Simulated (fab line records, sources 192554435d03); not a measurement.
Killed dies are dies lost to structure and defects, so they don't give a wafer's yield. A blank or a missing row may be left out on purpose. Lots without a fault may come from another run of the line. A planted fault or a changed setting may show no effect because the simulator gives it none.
Chamber matching | flow n5_finfet | N5_DUMMY_GATE_CMP_04 on cmp-01: 3 sister chambers
The step polishes a-Si. 5 wafers are shown with their chamber, then 6 later ones without.

WAFERS WITH THEIR CHAMBER
wafer  | chamber | motor_current_A (A) | time_to_endpoint_s (s)
L076.4 | 3       | 8.1                 | 12.7
L077.5 | 1       | 9.7                 | 15.4
L077.6 | 2       | 9.7                 | 14.3
L079.3 | 1       | 10.3                | 17.0
L079.4 | 2       | 10.0                | 18.9

WAFERS WITHOUT THEIR CHAMBER
wafer  | motor_current_A (A) | time_to_endpoint_s (s)
L079.6 | 9.5                 | 17.2
L088.3 | 10.0                | 13.5
L088.4 | 9.8                 | 15.0
L094.2 | 8.0                 | 8.5
L094.3 | 9.3                 | 11.3
L094.5 | 7.8                 | 10.3

WHICH CHAMBER EACH WENT THROUGH
wafer  | from the rows above          | in truth
L079.6 | can't be placed: 2 or 1      | 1
L088.3 | can't be placed: 1 or 2      | 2
L088.4 | can't be placed: 2 or 1      | 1
L094.2 | 3                            | 3
L094.3 | can't be placed: 2 or 1 or 3 | 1
L094.5 | 3                            | 3
Placed correctly: 2 of 6. Can't be placed from these rows: 4 (the true chamber is among the candidates in 4). Placed wrongly: 0.
How it was worked out, from the rows above alone: a wafer's distance from a chamber is the root of the sum, over the readings, of the square of ((its reading less the chamber's mean) divided by the reading's scatter). The wafer belongs to the nearest chamber; if the next one is less than 2 further off, it can't be placed. A chamber's mean is the mean of its shown wafers. The scatter: the root of (the sum of the squares of (reading less its chamber's mean) over the shown wafers, divided by (wafers less chambers)).
